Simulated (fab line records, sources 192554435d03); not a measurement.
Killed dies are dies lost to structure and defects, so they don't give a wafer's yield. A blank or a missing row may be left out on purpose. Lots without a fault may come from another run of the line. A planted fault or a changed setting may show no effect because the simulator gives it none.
Chamber matching | flow n5_finfet | N5_BEOL_M0_SAQP_ETCH_73 on rie_diel-03: 4 sister chambers
The step etches SiARC in CF4, target depth 19.5 nm, time 32.5 s. 4 wafers are shown with their chamber, then 7 later ones without.

WAFERS WITH THEIR CHAMBER
wafer  | chamber | drypump_motor_current_A (A)
L079.4 | 2       | 6.1
L087.5 | 0       | 5.9
L093.3 | 3       | 5.7
L093.5 | 1       | 6.1

WAFERS WITHOUT THEIR CHAMBER
wafer  | drypump_motor_current_A (A)
L093.6 | 6.1
L096.2 | 5.6
L096.4 | 5.9
L096.5 | 6.1
L097.3 | 5.9
L097.5 | 5.9
L097.6 | 5.7

WHICH CHAMBER EACH WENT THROUGH
wafer  | from the rows above     | in truth
L093.6 | can't be placed: 1 or 2 | 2
L096.2 | 3                       | 3
L096.4 | 0                       | 0
L096.5 | can't be placed: 1 or 2 | 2
L097.3 | 0                       | 0
L097.5 | 0                       | 0
L097.6 | 3                       | 3
Placed correctly: 5 of 7. Can't be placed from these rows: 2 (the true chamber is among the candidates in 2). Placed wrongly: 0.
How it was worked out, from the rows above alone: a wafer's distance from a chamber is the root of the sum, over the readings, of the square of ((its reading less the chamber's mean) divided by the reading's scatter). The wafer belongs to the nearest chamber; if the next one is less than 2 further off, it can't be placed. A chamber's mean is the mean of its shown wafers. The scatter: with one shown wafer a chamber, the root of the mean of the squares of how far each hidden wafer lies from its nearest shown one.
